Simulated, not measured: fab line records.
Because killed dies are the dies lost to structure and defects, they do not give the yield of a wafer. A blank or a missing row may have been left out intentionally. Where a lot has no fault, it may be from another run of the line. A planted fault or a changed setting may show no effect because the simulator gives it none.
fab line records -- flow n5_finfet
[record] lots = 7, wafers = 39
route steps=1938 shown BEOL_M12@1648
start_h: hours from the record's first day to the start of the lot's first wafer shown -- wait_h: hours from the lot's prior step to this one -- " repeats the value in the row above -- L1.1+2: a single row standing in for several wafers -- - no value present, or no start provided -- * or withheld: withheld -- < > ~ a bound
route shown NAME@n: names a module that has steps shown in the file, with the first one's number in the route -- usual: mean and standard deviation over wafers with no fault -- same: alike in all rows -- chamber/n: place in a boat -- sites: per-site readings -- _std_site: the values' standard deviation -- _edge_site: mean of outer sites minus mean of inner sites -- radius_mm: for every site, how far away it sits from the centre of the wafer -- mask NAME#n: copy n -- behind: tool/chamber where the wafer was last shaped -- hold: why the lot was held/for how many hours/how that ended -- device: the n, p or np transistor that did not switch -- end of line: tests run on the same wafers once the route is complete -- a step with no rows: only its recipe -- killed: dies lost to structure and defects at the first sort, not the wafer's yield -- map: shows each die of a wafer: x if killed, . if not, _ if none is there
set.NAME: the setting that was run; set.NAME@STEP: the one run at that earlier step -- model.NAME: the simulator's own value behind a step, which no gauge read
lots with deliberately changed settings; one table per step, one row per wafer
[[steps]]
[step N5_BEOL_M12_SPUTTER_43]
[recipe] material = TaN, target_thk_a = 150, temp_c = 50, bias_v = 168.6, power_w = 15000, chamber_pressure_pa = 0.12, time_s = 24.19
lot.wafer,tool,chamber,start_h,wait_h,set.target_thk_a,model.TaN_of_BEOL_M12_SPUTTER_43.thk_nm
L074.2,pvd_sputter-01,-,247.83,0.0,150,14.6
L074.3,pvd_sputter-01,-,247.83,0.0,150,14.4
L074.6,pvd_sputter-01,-,247.83,0.0,150,14.8
L075.1,pvd_sputter-03,-,250.63,0.0,150,14.8
L075.2,pvd_sputter-03,-,250.63,0.0,194.4,19.2
L075.3+5,pvd_sputter-03,-,250.63,0.0,150,14.6
L075.4+6,pvd_sputter-03,-,250.63,0.0,194.4,19
L082.1,pvd_sputter-02,-,305.98,0.0,86.34,8.4
L082.2+4,pvd_sputter-02,-,305.98,0.0,150,15
L082.3,pvd_sputter-02,-,305.98,0.0,150,15.2
L082.5+6,pvd_sputter-02,-,305.98,0.0,86.34,8.6
L084.1+2+6,pvd_sputter-02,-,310.82,0.0,88.27,8.6
L084.3,pvd_sputter-02,-,310.82,0.0,150,15
L084.4,pvd_sputter-02,-,310.82,0.0,150,15.2
L084.5,pvd_sputter-02,-,310.82,0.0,150,14.8
L087.1,pvd_sputter-03,-,348.13,0.0,150,15.6
L087.2,pvd_sputter-03,-,348.13,0.0,150,15.2
L087.3+5,pvd_sputter-03,-,348.13,0.0,150,15
L087.4+6,pvd_sputter-03,-,348.13,0.0,150,15.4
L090.1+2+3+6,pvd_sputter-02,-,348.52,0.0,150,15
L090.4+5,pvd_sputter-02,-,348.52,0.0,150,14.8
L093.1+2,pvd_sputter-02,-,370.14,0.0,150,14.8
L093.3,pvd_sputter-02,-,370.14,0.0,150,14.6
L093.4,pvd_sputter-02,-,370.14,0.0,96.05,9.4
L093.5,pvd_sputter-02,-,370.14,0.0,96.05,9.2
L093.6,pvd_sputter-02,-,370.14,0.0,96.05,9.6
[step N5_BEOL_M12_SPUTTER_44]
[recipe] material = Ta, target_thk_a = 100, temp_c = 50, bias_v = 80, power_w = 15000, chamber_pressure_pa = 0.07, time_s = 16.13
[step N5_BEOL_M12_SPUTTER_45]
[recipe] material = Cu, target_thk_a = 800, temp_c = -20, bias_v = 60, power_w = 26000, chamber_pressure_pa = 0.13, time_s = 13.33
[step N5_BEOL_M12_ECD_47]
[recipe] material = Cu, target_thk_a = 7200
[step N5_BEOL_M12_ANNEAL_48]
[recipe] temp_c = 225, time_s = 90, ambient = N2
[step N5_BEOL_M12_CMP_49]
[recipe] stop_on = SiOC, t_overpolish_s = 20.6, down_force_psi = 1, platen_rpm = 50, clearing_platen_down_force_psi = 1.5, clearing_platen_rpm = 50, post_cmp_clean = cu_alkaline, target_thk_nm = 320, clearing_platen_pad_velocity_m_s = 0.99484, pad_velocity_m_s = 0.99484
[usual] barrier_field_endpoint_s = 30.3/1.1
lot.wafer,tool,chamber,start_h,wait_h,set.target_thk_a@BEOL_M12_SPUTTER_43,barrier_field_endpoint_s
L074.2,cmp-01,3,248.84,0.3,150,28.5
L074.3,cmp-01,0,248.84,0.3,150,31.2
L074.6,cmp-01,3,248.84,0.3,150,28.4
L075.4,cmp-02,2,251.36,0.1,194.4,34.8
L075.3,cmp-02,3,251.36,0.1,150,29.4
L075.1,cmp-02,0,251.36,0.1,150,29.7
L075.2,cmp-02,1,251.36,0.1,194.4,35.1
L075.6,cmp-02,2,251.36,0.1,194.4,35.5
L075.5,cmp-02,3,251.36,0.1,150,29.0
L082.3,cmp-03,0,307.12,0.2,150,30.7
L082.1,cmp-03,1,307.12,0.2,86.34,21.6
L082.2,cmp-03,2,307.12,0.2,150,30.9
L082.4,cmp-03,3,307.12,0.2,150,31.0
L082.5,cmp-03,0,307.12,0.2,86.34,22.7
L082.6,cmp-03,1,307.12,0.2,86.34,21.3
L084.4,cmp-01,0,311.96,0.1,150,31.2
L084.1,cmp-01,1,311.96,0.1,88.27,21.9
L084.2,cmp-01,2,311.96,0.1,88.27,23.7
L084.3,cmp-01,3,311.96,0.1,150,28.7
L084.6,cmp-01,0,311.96,0.1,88.27,23.2
L084.5,cmp-01,1,311.96,0.1,150,29.2
L087.1,cmp-02,3,349.17,0.3,150,31.6
L087.4,cmp-02,0,349.17,0.3,150,30.8
L087.2,cmp-02,1,349.17,0.3,150,30.5
L087.3,cmp-02,2,349.17,0.3,150,30.8
L087.6,cmp-02,3,349.17,0.3,150,31.0
L087.5,cmp-02,0,349.17,0.3,150,30.4
L090.4,cmp-01,3,349.44,0.1,150,27.7
L090.2,cmp-01,0,349.44,0.1,150,30.5
L090.1,cmp-01,1,349.44,0.1,150,29.7
L090.3,cmp-01,2,349.44,0.1,150,30.1
L090.6,cmp-01,3,349.44,0.1,150,28.7
L090.5,cmp-01,0,349.44,0.1,150,30.5
L093.4,cmp-03,1,375.52,0.1,96.05,22.9
L093.3,cmp-03,2,375.52,0.1,150,31.3
L093.2,cmp-03,3,375.52,0.1,150,32.6
L093.1,cmp-03,0,375.52,0.1,150,31.3
L093.5,cmp-03,1,375.52,0.1,96.05,22.7
L093.6,cmp-03,2,375.52,0.1,96.05,24.9
[[key]]
[split] step = N5_BEOL_M12_SPUTTER_43, setting = target_thk_a, stated = 150, by = wafer
[response] step = N5_BEOL_M12_SPUTTER_43, reading = model.TaN_of_BEOL_M12_SPUTTER_43.thk_nm, change = +0.152, per = 1%, r = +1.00
[response] step = N5_BEOL_M12_CMP_49, reading = barrier_field_endpoint_s, change = +0.199, per = 1%, r = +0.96
